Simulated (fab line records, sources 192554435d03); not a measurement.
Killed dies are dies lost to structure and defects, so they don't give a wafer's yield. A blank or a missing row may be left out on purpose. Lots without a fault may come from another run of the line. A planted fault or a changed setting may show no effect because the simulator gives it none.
fab line records | flow n5_finfet
record lots=24 wafers=72 last_day=17
route steps=1938 shown BEOL_M0_SAQP@674 BEOL_M0_CUTY@709 BEOL_M0@721
lots that met no fault: from a run of the same line without faults
start_h: hours from the record's first day to the start of the lot's first wafer shown | wait_h: hours since the lot's step before | " the same as in the row above | L1.1+2: a row that stands for several wafers | - no value, or no start given | * or withheld: withheld | < > ~ a bound
route shown NAME@n: a module of which the file shows steps, and the number in the route of the first | usual: mean/standard deviation of fault-free wafers | same: alike in all rows | chamber/n: place in a boat | sites: the reading at each site | _std_site: their standard deviation | _edge_site: outer sites' mean less inner sites' | radius_mm: how far each site lies from the wafer's centre | mask NAME#n: copy n | behind: the tool/chamber that last shaped the wafer | hold: why the lot was held/for how many hours/how that ended | device: the transistor (n, p or np) that didn't switch | end of line: the same wafers' tests at the end of the route | a step without rows: its recipe alone | killed: dies lost to structure and defects at the first sort, not the wafer's yield | map: a wafer's dies, x killed, . not, _ none there
set.NAME: the setting as run; set.NAME@STEP: as run at that earlier step | model.NAME: the simulator's own value behind a step, which no gauge read
steps of the route over a sample of lots; a table a step, a row a wafer
services: from which hour (start_h, from the record's first day; less than 0 if before it) a tool's chamber was out of use, for how many hours, and why
## steps
# step N5_BEOL_M0_SAQP_STRIP_108
# recipe chemistry=N2/H2 power_w=500 temp_c=40 pressure_mtorr=50 rf_frequency_hz=6e+07 overash_fraction=0.3 bias_power_w=28 h2_frac=0.5 n2_flow_sccm=300 h2_flow_sccm=300
# usual drypump_motor_current_A=5.9/0.46 oes_product_au=0.80/0.089 rf_vpp_V=122.0/0.9 showerhead_plenum_p_Torr=3.38/0.12 throttle_valve_pct=19.1/0.41
# columns lot.wafer tool chamber start_h wait_h drypump_motor_current_A oes_product_au rf_hours_counter_h rf_vpp_V showerhead_plenum_p_Torr throttle_valve_pct
L074.3 rie_diel-02 1 107.16 0.0 6.3 0.78 128 121.8 3.51 18.3
L074.4 " 0 " " 6.1 0.87 43 122.4 3.55 18.4
L074.5 " 2 " " 6.2 0.77 - 123.0 3.22 19.4
L075.2 rie_diel-03 2 127.96 0.0 5.3 0.78 127 120.5 3.26 19.5
L075.3 " 1 " " 6.0 0.76 145 122.3 3.51 19.6
L075.5 " 3 " " 5.4 0.67 - 121.6 3.32 19.0
L076.2 rie_diel-02 0 129.90 0.0 6.1 0.86 53 121.6 3.55 18.4
L076.4 " 1 " " 6.2 0.77 - 123.3 3.51 18.3
L076.6 " 0 " " 6.1 0.86 - 121.2 3.55 18.4
L077.2 rie_diel-03 0 133.84 0.0 6.7 0.95 4 121.6 3.30 18.9
L077.4 " 3 " " 5.4 0.68 235 121.4 3.31 19.1
L077.5 " 1 " " 6.0 0.76 - 122.9 3.51 19.6
L078.3 rie_diel-03 1 134.68 0.0 6.0 0.75 148 123.4 3.51 19.6
L078.4 " 2 " " 5.3 0.77 129 122.0 3.25 19.5
L078.5 " 0 " " 6.7 0.94 - 121.0 3.31 18.9
L079.1 rie_diel-03 1 144.27 0.0 6.0 0.76 152 122.2 3.51 19.6
L079.2 " 2 " " 5.3 0.77 133 121.8 3.25 19.5
L079.6 " 2 " " 5.3 0.77 - 121.8 3.25 19.5
L080.1 rie_diel-06 3 151.65 0.0 5.8 0.84 78 122.2 3.54 19.1
L080.2 " 0 " " 6.0 0.67 232 121.0 3.31 19.1
L080.5 " 0 " " 6.0 0.68 - 122.0 3.31 19.1
L081.2 rie_diel-02 0 158.34 0.0 6.1 0.84 65 123.9 3.54 18.5
L081.3 " 2 " " 6.2 0.75 181 121.7 3.21 19.4
L081.4 " 1 " " 6.3 0.75 143 123.5 3.51 18.4
L082.1 rie_diel-03 2 159.08 0.0 5.3 0.77 138 120.9 3.25 19.5
L082.3 " 0 " " 6.7 0.92 13 122.0 3.30 18.9
L082.6 " 2 " " 5.3 0.76 - 121.0 3.25 19.5
L083.2 rie_diel-03 2 164.33 0.0 5.3 0.77 140 121.2 3.25 19.5
L083.3 " 3 " " 5.4 0.67 246 123.1 3.31 19.1
L083.6 " 1 " " 5.9 0.75 - 123.1 3.50 19.6
L084.2 rie_diel-03 3 169.35 0.0 5.4 0.67 247 121.5 3.31 19.1
L084.3 " 0 " " 6.7 0.90 17 121.6 3.30 18.9
L084.6 " 1 " " 6.0 0.74 - 123.1 3.50 19.6
L085.1 rie_diel-06 0 179.04 0.0 6.0 0.67 240 121.9 3.31 19.1
L085.4 " 3 " " 5.9 0.84 85 122.3 3.53 19.1
L085.5 " 1 " " 6.2 0.92 - 122.7 3.42 18.5
L086.4 rie_diel-03 2 185.30 0.0 5.3 0.75 - 121.6 3.24 19.5
L086.5 " 0 " " 6.6 0.89 - 121.4 3.29 18.9
L086.6 " 1 " " 5.9 0.74 - 121.2 3.50 19.6
L087.3 rie_diel-03 0 193.82 0.0 6.7 0.88 28 121.8 3.29 18.9
L087.4 " 1 " " 5.9 0.73 - 122.5 3.49 19.6
L087.6 " 0 " " 6.7 0.88 - 121.8 3.29 18.9
L088.1 rie_diel-02 1 201.40 0.0 6.2 0.74 158 121.9 3.50 18.4
L088.4 " 2 " " 6.2 0.73 - 121.2 3.20 19.4
L088.6 " 1 " " 6.2 0.75 - 122.4 3.50 18.4
L089.1 rie_diel-02 3 205.02 0.0 5.6 0.93 17 122.1 3.57 18.6
L089.2 " 1 " " 6.3 0.74 159 121.9 3.50 18.4
L089.4 " 1 " " 6.3 0.74 - 122.8 3.50 18.4
L090.2 rie_diel-06 3 210.22 0.0 5.9 0.83 90 123.6 3.53 19.1
L090.3 " 1 " " 6.2 0.92 26 122.5 3.41 18.6
L090.5 " 2 " " 5.2 0.88 - 123.1 3.40 19.0
L091.1 rie_diel-03 3 216.60 0.0 5.4 0.95 6 121.7 3.30 18.7
L091.3 " 0 " " 6.7 0.88 34 121.0 3.29 18.9
L091.6 " 2 " " 5.3 0.74 - 122.1 3.24 19.5
L092.3 rie_diel-03 1 220.14 0.0 5.9 0.73 179 121.2 3.49 19.6
L092.5 " 2 " " 5.3 0.75 - 121.8 3.24 19.5
L092.6 " 1 " " 6.0 0.72 - 121.4 3.49 19.6
L093.2 rie_diel-03 1 223.95 0.0 5.9 0.73 180 123.3 3.49 19.6
L093.4 " 3 " " 5.4 0.93 8 121.8 3.30 18.7
L093.6 " 2 " " 5.3 0.73 - 121.0 3.24 19.5
L094.1 rie_diel-03 3 228.26 0.0 5.4 0.93 9 121.7 3.30 18.7
L094.5 " 2 " " 5.3 0.74 - 121.5 3.24 19.5
L094.6 " 1 " " 6.0 0.72 - 123.8 3.49 19.6
L095.2 rie_diel-03 2 233.85 0.0 5.3 0.74 164 120.7 3.24 19.5
L095.4 " 3 " " 5.4 0.92 10 121.4 3.30 18.7
L095.6 " 3 " " 5.4 0.92 - 120.5 3.30 18.7
L096.1 rie_diel-02 3 243.06 0.0 5.6 0.91 31 122.9 3.56 18.6
L096.2 " 1 " " 6.2 0.74 173 122.3 3.49 18.4
L096.6 " 1 " " 6.2 0.74 - 122.1 3.49 18.4
L097.2 rie_diel-06 1 253.08 0.0 6.2 0.89 36 122.6 3.41 18.6
L097.3 " 2 " " 5.2 0.85 62 122.6 3.39 19.1
L097.5 " 3 " " 5.8 0.80 - 122.3 3.52 19.1
# step N5_BEOL_M0_SAQP_CD_MEAS_40
# recipe target_cd_nm=30 landing_energy_ev=500 detector=se_inlens
# usual cd_nm=30.00/0.24
# columns lot.wafer tool chamber start_h wait_h cd_nm
L074.3 cd_sem-01 0 108.42 - 30.00
L074.4 " 0 " " 30.06
L074.5 " 0 " " 29.81
L075.2 cd_sem-03 0 129.29 - 30.00
L075.3 " 0 " " 30.28
L075.5 " 0 " " 29.51
L076.2 cd_sem-02 0 133.15 - 29.91
L076.4 " 0 " " 30.13
L076.6 " 0 " " 30.41
L077.2 cd_sem-01 0 135.21 - 30.18
L077.4 " 0 " " 30.12
L077.5 " 0 " " 30.16
L078.3 cd_sem-01 0 136.26 - 29.80
L078.4 " 0 " " 30.09
L078.5 " 0 " " 30.46
L079.1 cd_sem-02 0 145.68 - 29.72
L079.2 " 0 " " 30.14
L079.6 " 0 " " 29.88
L080.1 cd_sem-03 0 153.03 - 29.92
L080.2 " 0 " " 30.36
L080.5 " 0 " " 30.50
L081.2 cd_sem-02 0 159.60 - 30.27
L081.3 " 0 " " 29.73
L081.4 " 0 " " 30.04
L082.1 cd_sem-01 0 160.46 - 29.93
L082.3 " 0 " " 29.69
L082.6 " 0 " " 29.75
L083.2 cd_sem-03 0 165.72 - 29.72
L083.3 " 0 " " 30.01
L083.6 " 0 " " 30.11
L084.2 cd_sem-03 0 170.61 - 29.49
L084.3 " 0 " " 30.01
L084.6 " 0 " " 29.95
L085.1 cd_sem-02 0 182.16 - 30.13
L085.4 " 0 " " 29.94
L085.5 " 0 " " 30.00
L086.4 cd_sem-03 0 188.41 - 29.77
L086.5 " 0 " " 29.58
L086.6 " 0 " " 29.67
L087.3 cd_sem-03 0 195.09 - 30.28
L087.4 " 0 " " 29.70
L087.6 " 0 " " 30.02
L088.1 cd_sem-03 0 202.66 - 30.32
L088.4 " 0 " " 30.38
L088.6 " 0 " " 29.86
L089.1 cd_sem-02 0 206.41 - 30.02
L089.2 " 0 " " 30.01
L089.4 " 0 " " 30.13
L090.2 cd_sem-02 0 211.60 - 29.92
L090.3 " 0 " " 29.67
L090.5 " 0 " " 30.06
L091.1 cd_sem-03 0 218.29 - 30.03
L091.3 " 0 " " 29.86
L091.6 " 0 " " 29.59
L092.3 cd_sem-01 0 221.43 - 29.94
L092.5 " 0 " " 29.77
L092.6 " 0 " " 30.21
L093.2 cd_sem-02 0 225.21 - 30.36
L093.4 " 0 " " 30.28
L093.6 " 0 " " 30.37
L094.1 cd_sem-01 0 229.64 - 29.55
L094.5 " 0 " " 29.53
L094.6 " 0 " " 29.79
L095.2 cd_sem-02 0 235.16 - 29.67
L095.4 " 0 " " 29.86
L095.6 " 0 " " 29.73
L096.1 cd_sem-03 0 244.38 - 30.03
L096.2 " 0 " " 29.88
L096.6 " 0 " " 30.21
L097.2 cd_sem-03 0 254.39 - 29.56
L097.3 " 0 " " 30.02
L097.5 " 0 " " 30.22
# step N5_BEOL_M0_SAQP_ETCH_88
# recipe chemistry=N2/H2 target=underlayer target_depth_a=65 time_s=5.2 ion_energy_ev=200 mask_material=CAR-EUV pressure_mtorr=30 source_w=840 bias_w=150 n2_flow_sccm=200 h2_flow_sccm=200 ends=cleared
# usual drypump_motor_current_A=5.9/0.42 etch_rf_on_time_s=5.19/0.089 oes_product_au=0.69/0.075 rf_vpp_V=524.6/2.9 showerhead_plenum_p_Torr=2.57/0.098 throttle_valve_pct=17.82/0.29
# columns lot.wafer tool chamber start_h wait_h drypump_motor_current_A etch_rf_on_time_s oes_product_au rf_hours_counter_h rf_vpp_V showerhead_plenum_p_Torr throttle_valve_pct
L074.3 rie_diel-02 1 108.82 0.0 6.3 5.14 0.66 129 526.0 2.67 17.49
L074.4 " 0 " " 6.1 5.14 0.75 44 527.3 2.70 17.44
L074.5 " 0 " " 6.1 5.09 0.75 - 526.3 2.70 17.45
L075.2 rie_diel-02 0 129.98 0.0 6.0 5.11 0.74 53 529.4 2.69 17.45
L075.3 " 2 " " 6.2 5.24 0.65 172 519.9 2.43 18.21
L075.5 " 2 " " 6.2 5.22 0.64 - 520.8 2.43 18.20
L076.2 rie_diel-02 0 133.48 0.0 6.0 5.17 0.73 54 529.0 2.69 17.46
L076.4 " 2 " " 6.2 5.19 0.65 - 521.1 2.43 18.21
L076.6 " 0 " " 6.0 5.08 0.73 - 528.6 2.69 17.48
L077.2 rie_diel-06 0 135.36 0.0 5.9 5.28 0.57 226 524.1 2.51 17.98
L077.4 " 1 " " 6.1 5.05 0.83 7 526.0 2.59 17.45
L077.5 " 0 " " 6.0 5.30 0.58 - 521.1 2.51 18.01
L078.3 rie_diel-02 2 136.41 0.0 6.2 5.29 0.63 174 520.4 2.43 18.23
L078.4 " 0 " " 6.1 5.16 0.73 - 527.9 2.69 17.48
L078.5 " 2 " " 6.2 5.22 0.65 - 523.3 2.43 18.23
L079.1 rie_diel-03 3 145.84 0.0 5.3 5.29 0.57 240 524.0 2.51 18.17
L079.2 " 2 " " 5.3 5.27 0.66 134 521.3 2.46 18.08
L079.6 " 3 " " 5.3 5.31 0.57 - 524.4 2.51 18.18
L080.1 rie_diel-03 1 153.19 0.0 5.9 5.32 0.63 155 526.1 2.66 18.20
L080.2 " 3 " " 5.4 5.29 0.58 242 523.3 2.51 18.20
L080.5 " 2 " " 5.3 5.28 0.65 - 523.7 2.46 18.08
L081.2 rie_diel-02 3 160.05 0.0 5.6 4.99 0.85 2 528.2 2.72 17.59
L081.3 " 2 " " 6.2 5.26 0.64 181 520.7 2.43 18.22
L081.4 " 1 " " 6.2 5.19 0.64 143 528.0 2.66 17.52
L082.1 rie_diel-02 0 160.61 0.0 6.0 5.08 0.72 66 529.4 2.69 17.49
L082.3 " 2 " " 6.2 5.11 0.65 181 522.3 2.43 18.22
L082.6 " 1 " " 6.2 5.15 0.65 - 528.3 2.66 17.51
L083.2 rie_diel-03 1 165.88 0.0 6.0 5.26 0.63 160 526.8 2.66 18.21
L083.3 " 2 " " 5.3 5.26 0.64 141 521.5 2.46 18.11
L083.6 " 2 " " 5.3 5.26 0.65 - 520.7 2.46 18.10
L084.2 rie_diel-03 3 170.77 0.0 5.4 5.27 0.58 247 523.7 2.50 18.18
L084.3 " 2 " " 5.3 5.27 0.64 142 522.4 2.45 18.09
L084.6 " 2 " " 5.3 5.32 0.65 - 522.0 2.46 18.08
L085.1 rie_diel-03 1 182.61 0.0 5.9 5.28 0.64 166 525.9 2.65 18.23
L085.4 " 2 " " 5.3 5.31 0.64 - 521.4 2.45 18.07
L085.5 " 0 " " 6.6 5.10 0.76 - 519.7 2.49 17.78
L086.4 rie_diel-02 0 189.00 0.0 6.0 5.16 0.71 76 529.5 2.68 17.52
L086.5 " 3 " " 5.6 4.98 0.82 - 528.6 2.71 17.61
L086.6 " 0 " " 6.0 5.18 0.71 - 528.0 2.68 17.53
L087.3 rie_diel-06 1 195.25 0.0 6.2 5.09 0.79 22 522.9 2.59 17.47
L087.4 " 3 " " 5.9 5.20 0.71 86 525.9 2.68 17.68
L087.6 " 0 " " 6.0 5.32 0.58 - 520.8 2.50 18.04
L088.1 rie_diel-02 1 202.82 0.0 6.3 5.18 0.63 158 525.5 2.65 17.54
L088.4 " 2 " " 6.2 5.22 0.63 - 520.7 2.42 18.24
L088.6 " 1 " " 6.2 5.27 0.62 - 525.1 2.65 17.52
L089.1 rie_diel-02 1 206.57 0.0 6.3 5.21 0.63 159 526.0 2.65 17.53
L089.2 " 3 " " 5.6 4.96 0.81 18 528.2 2.71 17.66
L089.4 " 3 " " 5.6 4.99 0.81 - 527.8 2.71 17.62
L090.2 rie_diel-03 0 211.76 0.0 6.7 5.07 0.75 33 519.0 2.49 17.80
L090.3 " 3 " " 5.3 5.02 0.82 5 521.9 2.50 17.75
L090.5 " 1 " " 5.9 5.23 0.62 - 524.7 2.65 18.25
L091.1 rie_diel-06 3 218.44 0.0 5.8 5.19 0.71 92 525.0 2.68 17.68
L091.3 " 2 " " 5.2 5.19 0.75 49 522.7 2.58 17.77
L091.6 " 1 " " 6.1 5.06 0.78 - 526.0 2.58 17.49
L092.3 rie_diel-03 2 221.58 0.0 5.3 5.31 0.64 160 521.6 2.45 18.13
L092.5 " 0 " " 6.7 5.13 0.74 - 522.7 2.49 17.78
L092.6 " 1 " " 5.9 5.28 0.62 - 525.0 2.65 18.25
L093.2 rie_diel-03 1 225.58 0.0 5.9 5.34 0.62 181 525.4 2.65 18.22
L093.4 " 0 " " 6.7 5.11 0.73 37 523.3 2.49 17.79
L093.6 " 3 " " 5.3 5.04 0.82 - 522.9 2.50 17.75
L094.1 rie_diel-06 2 230.02 0.0 5.2 5.16 0.74 53 526.3 2.57 17.75
L094.5 " 3 " " 5.8 5.20 0.71 - 530.0 2.67 17.72
L094.6 " 2 " " 5.2 5.19 0.74 - 524.9 2.57 17.79
L095.2 rie_diel-06 2 235.33 0.0 5.2 5.26 0.73 56 524.7 2.57 17.78
L095.4 " 2 " " 5.3 5.17 0.73 - 524.1 2.57 17.77
L095.6 " 3 " " 5.8 5.25 0.69 - 527.9 2.67 17.69
L096.1 rie_diel-06 2 244.54 0.0 5.2 5.20 0.72 59 525.0 2.57 17.80
L096.2 " 1 " " 6.1 5.14 0.77 34 525.0 2.58 17.48
L096.6 " 0 " " 6.0 5.24 0.85 - 522.7 2.50 17.65
L097.2 rie_diel-06 1 254.55 0.0 6.1 5.13 0.76 37 524.6 2.58 17.52
L097.3 " 0 " " 6.0 5.20 0.83 3 521.7 2.50 17.64
L097.5 " 0 " " 5.9 5.21 0.83 - 524.9 2.50 17.62
# step N5_BEOL_M0_CUTY_OVL_MEAS_58
# recipe points_per_wafer=44
# usual M0_ABLK_OVL=-0.3/0.78
# columns lot.wafer tool chamber start_h wait_h M0_ABLK_OVL[nm]
L074.3 overlay-01 0 110.81 0.0 -0.6
L074.4 " 0 " " -1.8
L074.5 " 0 " " -0.9
L075.2 overlay-01 0 132.64 0.0 0.1
L075.3 " 0 " " -0.8
L075.5 " 0 " " -0.8
L076.2 overlay-01 0 134.77 0.0 -1.3
L076.4 " 0 " " -0.8
L076.6 " 0 " " -2.6
L077.2 overlay-01 0 136.77 0.0 0.6
L077.4 " 0 " " 0.5
L077.5 " 0 " " -0.5
L078.3 overlay-01 0 138.06 0.0 0.0
L078.4 " 0 " " -0.4
L078.5 " 0 " " -0.1
L079.1 overlay-01 0 147.15 0.0 -1.3
L079.2 " 0 " " -1.1
L079.6 " 0 " " -0.7
L080.1 overlay-02 0 154.37 0.0 0.5
L080.2 " 0 " " -1.0
L080.5 " 0 " " 0.1
L081.2 overlay-02 0 161.24 0.0 0.1
L081.3 " 0 " " -0.6
L081.4 " 0 " " 0.3
L082.1 overlay-02 0 162.12 0.0 -0.7
L082.3 " 0 " " -0.2
L082.6 " 0 " " -0.4
L083.2 overlay-02 0 167.46 0.0 -0.7
L083.3 " 0 " " -1.4
L083.6 " 0 " " -0.7
L084.2 overlay-01 0 172.41 0.0 -0.5
L084.3 " 0 " " 0.3
L084.6 " 0 " " -0.6
L085.1 overlay-01 0 184.12 0.0 -0.2
L085.4 " 0 " " 0.8
L085.5 " 0 " " -0.5
L086.4 overlay-01 0 190.46 0.0 -2.1
L086.5 " 0 " " -0.5
L086.6 " 0 " " -1.1
L087.3 overlay-02 0 196.65 0.0 0.8
L087.4 " 0 " " 0.7
L087.6 " 0 " " 0.3
L088.1 overlay-02 0 204.35 0.0 0.0
L088.4 " 0 " " -0.5
L088.6 " 0 " " -0.8
L089.1 overlay-01 0 208.05 0.0 -0.5
L089.2 " 0 " " 0.2
L089.4 " 0 " " 0.4
L090.2 overlay-02 0 213.06 0.0 -1.7
L090.3 " 0 " " -1.7
L090.5 " 0 " " -1.6
L091.1 overlay-01 0 219.75 0.0 0.2
L091.3 " 0 " " -0.6
L091.6 " 0 " " -0.5
L092.3 overlay-02 0 223.07 0.0 -0.4
L092.5 " 0 " " -0.2
L092.6 " 0 " " -1.0
L093.2 overlay-01 0 226.88 0.0 -0.9
L093.4 " 0 " " -0.3
L093.6 " 0 " " -0.1
L094.1 overlay-02 0 231.31 0.0 0.7
L094.5 " 0 " " 0.8
L094.6 " 0 " " 1.3
L095.2 overlay-02 0 237.01 0.0 -0.1
L095.4 " 0 " " 0.1
L095.6 " 0 " " -0.8
L096.1 overlay-01 0 246.06 0.0 1.0
L096.2 " 0 " " 0.4
L096.6 " 0 " " 0.6
L097.2 overlay-01 0 255.76 0.0 0.7
L097.3 " 0 " " 0.1
L097.5 " 0 " " -0.2
# step N5_BEOL_M0_TRENCH_ETCH_107
# recipe chemistry=C4F6/O2 target_depth_a=328 target=SiOC time_s=16.4 ion_energy_ev=250 pressure_mtorr=30 source_w=355 bias_w=185 Ar_flow_sccm=300 C4F6_flow_sccm=10 O2_flow_sccm=10
# usual drypump_motor_current_A=5.9/0.48 mfc_ar_sccm=300.1/0.87 oes_product_au=0.78/0.078 rf_vpp_V=665/5.3 showerhead_plenum_p_Torr=2.87/0.088 throttle_valve_pct=20.84/0.25
# same time_s=16.4
# columns lot.wafer tool chamber start_h wait_h drypump_motor_current_A mfc_ar_sccm oes_product_au rf_hours_counter_h rf_vpp_V showerhead_plenum_p_Torr throttle_valve_pct
L074.3 rie_diel-05 0 115.16 0.0 5.6 299.8 0.85 61 670 2.77 20.63
L074.4 " 3 " " 5.6 300.3 0.80 100 666 3.00 20.96
L074.5 " 2 " " 6.6 301.3 0.80 - 666 2.86 20.81
L075.2 rie_diel-04 0 135.59 0.0 6.6 300.9 0.71 210 665 2.70 20.59
L075.3 " 3 " " 5.7 301.9 0.73 177 667 2.96 20.67
L075.5 " 3 " " 5.7 299.8 0.73 - 667 2.96 20.66
L076.2 rie_diel-05 0 136.85 0.0 5.6 298.0 0.84 70 670 2.77 20.66
L076.4 " 2 " " 6.6 300.6 0.79 128 664 2.86 20.83
L076.6 " 2 " " 6.6 301.6 0.79 - 664 2.86 20.82
L077.2 rie_diel-01 2 140.03 0.0 6.6 300.9 0.71 191 668 2.83 20.85
L077.4 " 0 " " 5.4 300.8 0.89 44 666 2.90 21.19
L077.5 " 0 " " 5.5 299.8 0.89 - 665 2.90 21.19
L078.3 rie_diel-04 2 140.12 0.0 5.7 299.0 0.69 235 658 2.92 20.62
L078.4 " 3 " " 5.7 301.5 0.73 178 666 2.96 20.68
L078.5 " 2 " " 5.7 301.9 0.68 - 655 2.92 20.62
L079.1 rie_diel-05 1 148.30 0.0 6.3 299.2 0.68 242 681 2.93 20.93
L079.2 " 3 " " 5.6 299.4 0.79 114 666 2.99 20.99
L079.6 " 2 " " 6.6 300.0 0.78 - 663 2.86 20.83
L080.1 rie_diel-04 3 155.50 0.0 5.6 300.5 0.73 185 666 2.96 20.68
L080.2 " 1 " " 5.7 299.5 0.78 121 667 2.85 21.08
L080.5 " 2 " " 5.8 300.8 0.68 - 657 2.92 20.64
L082.1 rie_diel-01 1 164.20 0.0 6.6 299.6 0.88 58 671 2.90 21.23
L082.3 " 0 " " 5.5 300.2 0.89 53 666 2.90 21.19
L082.6 " 3 " " 5.1 300.8 0.72 - 658 2.71 20.90
L081.2 rie_diel-04 0 168.30 0.0 6.6 299.7 0.70 223 664 2.69 20.61
L081.3 " 2 " " 5.7 299.2 0.69 246 657 2.92 20.64
L081.4 " 2 " " 5.8 299.7 0.68 - 657 2.92 20.63
L083.2 rie_diel-05 0 169.55 0.0 5.6 300.1 0.82 83 670 2.76 20.68
L083.3 " 3 " " 5.5 300.7 0.78 121 667 2.99 21.01
L083.6 " 0 " " 5.6 300.0 0.82 - 672 2.76 20.67
L084.2 rie_diel-01 0 175.80 0.0 5.5 299.4 0.86 58 667 2.89 21.19
L084.3 " 2 " " 6.6 299.3 0.70 205 668 2.83 20.87
L084.6 " 3 " " 5.1 299.4 0.71 - 658 2.71 20.90
L085.1 rie_diel-05 2 185.14 0.0 6.6 300.2 0.78 150 663 2.85 20.86
L085.4 " 0 " " 5.6 301.0 0.82 - 669 2.76 20.65
L085.5 " 2 " " 6.6 300.7 0.77 - 664 2.85 20.85
L086.4 rie_diel-05 0 196.92 0.0 5.6 301.4 0.81 93 670 2.76 20.69
L086.5 " 3 " " 5.5 298.7 0.77 - 668 2.98 21.03
L086.6 " 2 " " 6.6 301.2 0.76 - 664 2.85 20.85
L087.3 rie_diel-04 3 198.32 0.0 5.6 301.4 0.72 201 668 2.95 20.71
L087.4 " 0 " " 6.6 299.9 0.69 239 665 2.69 20.63
L087.6 " 3 " " 5.7 298.6 0.72 - 667 2.95 20.71
L088.1 rie_diel-04 1 206.00 0.0 5.7 300.0 0.77 143 666 2.84 21.11
L088.4 " 3 " " 5.7 298.8 0.71 204 667 2.95 20.72
L088.6 " 1 " " 5.7 299.7 0.77 - 666 2.84 21.13
L089.1 rie_diel-04 1 211.02 0.0 5.7 299.6 0.77 145 667 2.84 21.13
L089.2 " 3 " " 5.7 301.7 0.71 206 667 2.95 20.72
L089.4 " 3 " " 5.7 301.7 0.71 - 667 2.95 20.70
L090.2 rie_diel-05 1 216.47 0.0 6.3 299.4 0.94 12 674 2.92 20.58
L090.3 " 0 " " 5.6 300.2 0.80 102 670 2.75 20.70
L090.5 " 2 " " 6.6 300.5 0.74 - 664 2.84 20.89
L091.1 rie_diel-04 2 222.40 0.0 5.7 300.6 0.91 11 657 2.91 20.36
L091.3 " 3 " " 5.7 299.2 0.70 211 668 2.95 20.72
L091.6 " 1 " " 5.7 300.3 0.76 - 666 2.84 21.13
L092.3 rie_diel-01 2 226.07 0.0 6.6 300.9 0.69 213 669 2.82 20.88
L092.5 " 1 " " 6.6 299.9 0.84 - 670 2.89 21.26
L092.6 " 0 " " 5.5 298.9 0.86 - 666 2.89 21.22
L093.2 rie_diel-04 1 228.94 0.0 5.7 299.2 0.76 151 666 2.84 21.12
L093.4 " 1 " " 5.8 299.0 0.76 - 666 2.84 21.14
L093.6 " 3 " " 5.6 300.0 0.70 - 667 2.95 20.72
L094.1 rie_diel-01 0 232.19 0.0 5.5 300.6 0.86 69 666 2.89 21.22
L094.5 " 3 " " 5.1 299.6 0.71 - 657 2.71 20.94
L094.6 " 2 " " 6.6 300.6 0.69 - 668 2.82 20.89
L095.2 rie_diel-04 2 238.36 0.0 5.7 301.6 0.90 17 657 2.91 20.36
L095.4 " 3 " " 5.7 299.4 0.70 - 667 2.94 20.73
L095.6 " 1 " " 5.7 300.0 0.76 - 667 2.84 21.13
L096.1 rie_diel-04 2 247.52 0.0 5.7 300.1 0.88 22 656 2.90 20.38
L096.2 " 3 " " 5.7 300.4 0.71 222 668 2.94 20.75
L096.6 " 3 " " 5.6 299.8 0.71 - 666 2.94 20.73
L097.2 rie_diel-04 3 260.71 0.0 5.6 300.4 0.70 228 666 2.94 20.73
L097.3 " 0 " " 6.6 300.5 1.01 1 675 3.02 20.26
L097.5 " 3 " " 5.7 300.4 0.70 - 665 2.94 20.75
# step N5_BEOL_M0_PRE_CLEAN_113
# recipe gas=H2/He time_s=30 temp_c=250
# usual heater_power_w=324/35
# same time_s=30
# columns lot.wafer tool chamber start_h wait_h heater_power_w
L074.3 pvd_sputter-03 - 116.98 0.0 334
L074.4 " - " " 337
L074.5 " - " " 338
L075.2 pvd_sputter-02 - 136.46 0.0 313
L075.3 " - " " 240
L075.5 " - " " 312
L076.2 pvd_sputter-03 - 137.58 0.0 294
L076.4 " - " " 332
L076.6 " - " " 324
L077.2 pvd_sputter-03 - 140.85 0.0 342
L077.4 " - " " 289
L077.5 " - " " 345
L078.3 pvd_sputter-01 - 140.88 0.0 308
L078.4 " - " " 320
L078.5 " - " " 314
L079.1 pvd_sputter-03 - 151.31 0.0 282
L079.2 " - " " 355
L079.6 " - " " 290
L080.1 pvd_sputter-03 - 157.54 0.0 325
L080.2 " - " " 294
L080.5 " - " " 332
L082.1 pvd_sputter-03 - 165.74 0.0 293
L082.3 " - " " 330
L082.6 " - " " 291
L081.2 pvd_sputter-02 - 169.20 0.0 309
L081.3 " - " " 327
L081.4 " - " " 236
L083.2 pvd_sputter-01 - 171.24 0.0 389
L083.3 " - " " 301
L083.6 " - " " 311
L084.2 pvd_sputter-01 - 176.90 0.0 389
L084.3 " - " " 363
L084.6 " - " " 313
L085.1 pvd_sputter-02 - 185.93 0.0 314
L085.4 " - " " 328
L085.5 " - " " 237
L086.4 pvd_sputter-03 - 198.40 0.0 329
L086.5 " - " " 288
L086.6 " - " " 337
L087.3 pvd_sputter-01 - 199.44 0.0 313
L087.4 " - " " 357
L087.6 " - " " 320
L088.1 pvd_sputter-02 - 206.83 0.0 244
L088.4 " - " " 324
L088.6 " - " " 306
L089.1 pvd_sputter-02 - 211.62 0.0 305
L089.2 " - " " 323
L089.4 " - " " 242
L090.2 pvd_sputter-03 - 217.56 0.0 319
L090.3 " - " " 344
L090.5 " - " " 344
L091.1 pvd_sputter-03 - 223.18 0.0 335
L091.3 " - " " 335
L091.6 " - " " 330
L092.3 pvd_sputter-02 - 227.08 0.0 325
L092.5 " - " " 318
L092.6 " - " " 320
L093.2 pvd_sputter-01 - 230.27 0.0 359
L093.4 " - " " 405
L093.6 " - " " 311
L094.1 pvd_sputter-01 - 233.45 0.0 309
L094.5 " - " " 330
L094.6 " - " " 389
L095.2 pvd_sputter-03 - 239.25 0.0 350
L095.4 " - " " 335
L095.6 " - " " 343
L096.1 pvd_sputter-01 - 248.48 0.0 409
L096.2 " - " " 314
L096.6 " - " " 401
L097.2 pvd_sputter-03 - 261.57 0.0 293
L097.3 " - " " 339
L097.5 " - " " 342
## services
# columns tool chamber start_h hours kind
rie_diel-01 - 88.48 28.1 pm
rie_diel-06 0 88.86 4.1 repair
rie_diel-03 0 98.81 - clean
rie_diel-03 0 98.81 - consumable_replace:focus_ring
rie_diel-03 0 98.81 21.2 scheduled_down
rie_diel-03 0 98.81 21.2 vent_cycle
rie_diel-04 - 101.30 0.5 repair
rie_diel-02 1 113.73 15.6 repair
rie_diel-06 2 117.42 1.2 repair
rie_diel-05 2 119.71 1.5 repair
rie_diel-02 3 153.75 1.5 repair
rie_diel-04 1 160.26 9.4 repair
rie_diel-03 3 164.52 1.7 repair
rie_diel-06 - 179.18 14.6 pm
rie_diel-01 - 182.64 29.3 repair
rie_diel-02 0 201.01 9.1 repair
rie_diel-04 2 210.03 5.3 repair
rie_diel-04 1 217.31 5.0 repair
rie_diel-01 3 221.31 4.5 repair
rie_diel-02 2 223.76 6.1 repair
rie_diel-02 2 237.18 4.4 repair
rie_diel-01 2 240.16 6.1 repair
rie_diel-06 2 241.17 1.2 repair
rie_diel-06 3 259.63 4.8 repair
## key
fault none
